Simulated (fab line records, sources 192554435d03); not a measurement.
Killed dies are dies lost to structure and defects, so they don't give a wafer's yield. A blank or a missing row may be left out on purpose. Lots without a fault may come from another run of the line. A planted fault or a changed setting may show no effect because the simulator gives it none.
Which tool did it? | flow n5_finfet | 11 lots, 28 wafers sampled, at 2 steps of a route of 1938

WHAT THE GAUGES READ, wafer by wafer
N5_HKMG_FIN_CD_MEAS_49: target cd 202 nm.
lot  | measured    | on        | cd_nm (nm)
L410 | day 3 22:16 | cd_sem-01 | 201.8 202.3
L411 | day 4 05:37 | cd_sem-03 | 203.3 202.3
L412 | day 4 09:38 | cd_sem-03 | 202.6 201.9 201.4
L413 | day 4 18:07 | cd_sem-02 | 200.9 201.9
L414 | day 4 21:37 | cd_sem-01 | 201.9 203.0
L415 | day 5 06:27 | cd_sem-02 | 201.2 201.6
L416 | day 5 14:57 | cd_sem-02 | 202.9 202.4 202.8
L425 | day 7 18:31 | cd_sem-03 | 201.6 201.8 200.7
L428 | day 8 15:06 | cd_sem-03 | 202.0 201.1 201.4
L429 | day 9 03:10 | cd_sem-01 | 201.7 201.5 201.7
L432 | day 9 13:03 | cd_sem-01 | 202.4 201.7 201.5

WHICH TOOL RAN EACH LOT (tool, then ch and the chambers of the sampled wafers, then the start)
lot  | N5_HKMG_FIN_HK_ALD_01
L410 | ald_hk-03 ch 1,3, day 3 21:26
L411 | ald_hk-02 ch 0,2, day 4 04:36
L412 | ald_hk-01 ch 0,3, day 4 08:47
L413 | ald_hk-01 ch 2,3, day 4 17:18
L414 | ald_hk-01 ch 0,3, day 4 20:30
L415 | ald_hk-03 ch 2,3, day 5 05:30
L416 | ald_hk-02 ch 0,3, day 5 14:08
L425 | ald_hk-02 ch 1,3, day 7 17:33
L428 | ald_hk-01 ch 1,3, day 8 13:56
L429 | ald_hk-02 ch 0,1,3, day 9 02:11
L432 | ald_hk-03 ch 1,2,3, day 9 12:06
- N5_HKMG_FIN_HK_ALD_01: deposits HfO2, target thk 1.6 nm, pulse time 3 s, purge time 3 s.

WHAT THE TOOLS THEMSELVES READ (means of the sampled wafers that have a number; where no wafer has one, the mark that the record gives instead)
N5_HKMG_FIN_HK_ALD_01.
lot  | tool      | precursor_pulse_height_rel
L410 | ald_hk-03 | 1.001
L411 | ald_hk-02 | 0.990
L412 | ald_hk-01 | 0.998
L413 | ald_hk-01 | 0.988
L414 | ald_hk-01 | 1.002
L415 | ald_hk-03 | 1.010
L416 | ald_hk-02 | 0.984
L425 | ald_hk-02 | 1.003
L428 | ald_hk-01 | 0.990
L429 | ald_hk-02 | 0.992
L432 | ald_hk-03 | 1.002

THE ANSWER, worked out from the rows above alone
Rule: what is usual is taken from the lots themselves. Put in order of their means at a reading, lots are off if they are a third of the lots or fewer, leave a main group of 4 or more, and stand apart from it by a gap of 3 or more times the standard deviation of the main group's means; of several such gaps the widest counts. A main group whose means are all the same, to the digits that the tables above print for the reading, isn't used. A lot without any number at a reading at which 4 lots or more have one is off too. The other lots that the step has rows for count as sound. The gauges are gone through in route order, then the tools' own readings, and for those a lot's mean is taken as printed above. The first step at which some lot is off is used, and at that step the reading that is off furthest; a lot without a number counts as furthest.
No lot is off at any reading shown: from this, nothing can be told.

WHAT THE SIMULATOR HAD PUT IN
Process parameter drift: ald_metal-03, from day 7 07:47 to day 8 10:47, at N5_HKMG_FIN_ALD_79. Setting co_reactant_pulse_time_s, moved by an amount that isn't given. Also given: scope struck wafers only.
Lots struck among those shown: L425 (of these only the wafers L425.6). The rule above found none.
